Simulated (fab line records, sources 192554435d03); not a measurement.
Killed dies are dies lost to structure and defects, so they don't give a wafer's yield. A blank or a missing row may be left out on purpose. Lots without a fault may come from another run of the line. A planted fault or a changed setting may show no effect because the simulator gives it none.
Which tool did it? | flow n5_finfet | 11 lots, 33 wafers sampled, at 6 steps of a route of 1938

WHAT THE GAUGES READ, wafer by wafer
N5_FIN_SAQP_OCD_MEAS_76.
lot  | measured    | on     | trench_depth_nm (nm)
L075 | day 2 09:03 | ocd-02 | 122.3 118.2 121.5
L077 | day 2 20:36 | ocd-01 | 121.2 121.9 121.9
L079 | day 3 09:17 | ocd-02 | 120.3 121.0 115.9
L081 | day 3 20:41 | ocd-02 | 121.3 122.6 116.5
L083 | day 4 09:25 | ocd-01 | 119.0 121.4 122.0
L085 | day 4 22:38 | ocd-02 | 119.8 117.8 121.0
L087 | day 5 09:15 | ocd-02 | 119.3 121.7 122.8
L089 | day 5 21:10 | ocd-02 | 122.7 121.8 121.4
L091 | day 6 08:49 | ocd-02 | 121.1 121.4 118.9
L093 | day 6 21:07 | ocd-01 | 122.0 120.4 119.8
L095 | day 7 09:42 | ocd-02 | 122.4 121.9 119.6

WHICH TOOL RAN EACH LOT (tool, then ch and the chambers of the sampled wafers, then the start)
lot  | N5_FIN_SAQP_PECVD_47           | N5_FIN_SAQP_HM_DEP_72          | N5_FIN_SAQP_DESCUM_21             | N5_FIN_SAQP_SPACER2_ETCHBACK_29   | N5_FIN_SAQP_FIN_ETCH_36
L075 | pecvd-04 ch 0,1,2, day 2 03:44 | pecvd-01 ch 0,1,2, day 2 03:57 | rie_diel-06 ch 1,3, day 2 04:22   | rie_diel-04 ch 0,1,2, day 2 08:10 | rie_si-02 ch 0,1,3, day 2 08:42
L077 | pecvd-02 ch 0,1, day 2 15:09   | pecvd-01 ch 0,1,2, day 2 15:21 | rie_diel-04 ch 1,2,3, day 2 16:17 | rie_diel-06 ch 1,2,3, day 2 19:50 | rie_si-02 ch 1,2, day 2 20:23
L079 | pecvd-01 ch 0,1,2, day 3 03:45 | pecvd-02 ch 0,1,2, day 3 03:58 | rie_diel-01 ch 0,1,3, day 3 04:31 | rie_diel-06 ch 1,2,3, day 3 08:30 | rie_si-05 ch 0,1,3, day 3 09:02
L081 | pecvd-04 ch 0,1,2, day 3 15:30 | pecvd-02 ch 0,1,2, day 3 15:43 | rie_diel-01 ch 1,2,3, day 3 16:15 | rie_diel-06 ch 1,2,3, day 3 19:55 | rie_si-05 ch 0,1,3, day 3 20:28
L083 | pecvd-01 ch 0,2, day 4 04:32   | pecvd-02 ch 1,2, day 4 04:45   | rie_diel-04 ch 0,2,3, day 4 05:17 | rie_diel-04 ch 1,2,3, day 4 08:40 | rie_si-02 ch 1,2,3, day 4 09:13
L085 | pecvd-02 ch 0,1, day 4 17:45   | pecvd-01 ch 0,1, day 4 17:57   | rie_diel-04 ch 0,2, day 4 18:30   | rie_diel-04 ch 0,1,2, day 4 21:52 | rie_si-05 ch 0,1,2, day 4 22:25
L087 | pecvd-04 ch 0,1, day 5 04:25   | pecvd-02 ch 0,2, day 5 04:38   | rie_diel-01 ch 1,2, day 5 05:07   | rie_diel-01 ch 1,2, day 5 08:30   | rie_si-02 ch 1,2,3, day 5 09:02
L089 | pecvd-01 ch 0,1,2, day 5 15:25 | pecvd-02 ch 1,2, day 5 15:37   | rie_diel-04 ch 2,3, day 5 16:10   | rie_diel-04 ch 0,1,2, day 5 20:14 | rie_si-01 ch 0,1,2, day 5 20:56
L091 | pecvd-02 ch 1,2, day 6 03:57   | pecvd-01 ch 0,2, day 6 04:10   | rie_diel-01 ch 1,2, day 6 04:37   | rie_diel-06 ch 1,2,3, day 6 08:04 | rie_si-01 ch 1,2,3, day 6 08:35
L093 | pecvd-01 ch 1,2, day 6 15:52   | pecvd-04 ch 0,1, day 6 16:04   | rie_diel-01 ch 1,2, day 6 16:46   | rie_diel-06 ch 0,1,2, day 6 20:14 | rie_si-01 ch 0,1,2, day 6 20:53
L095 | pecvd-02 ch 0,1, day 7 03:33   | pecvd-04 ch 0,2, day 7 03:46   | rie_diel-04 ch 1,2, day 7 04:18   | rie_diel-01 ch 1,2, day 7 08:56   | rie_si-01 ch 0,1,2, day 7 09:29
- N5_FIN_SAQP_PECVD_47: deposits a-Si from SiH4/He, target thk 45 nm, time 36.3 s.
- N5_FIN_SAQP_HM_DEP_72: deposits SiO2 from SiH4/N2O, target thk 12 nm, time 7.2 s.
- N5_FIN_SAQP_DESCUM_21: chemistry O2, time 7.9 s.
- N5_FIN_SAQP_SPACER2_ETCHBACK_29: etches SiO2 in CHF3/O2, target depth 12.2 nm, time 6.1 s.
- N5_FIN_SAQP_FIN_ETCH_36: etches the open film in HBr/Cl2/O2, target depth 120 nm, time 50.4 s.

THE ANSWER, worked out from the rows above alone
Rule: what is usual is taken from the lots themselves. Put in order of their means at a reading, lots are off if they are a third of the lots or fewer, leave a main group of 4 or more, and stand apart from it by a gap of 3 or more times the standard deviation of the main group's means; of several such gaps the widest counts. A main group whose means are all the same, to the digits that the tables above print for the reading, isn't used. A lot without any number at a reading at which 4 lots or more have one is off too. The other lots that the step has rows for count as sound.
No lot is off at any reading shown: from this, nothing can be told.

WHAT THE SIMULATOR HAD PUT IN
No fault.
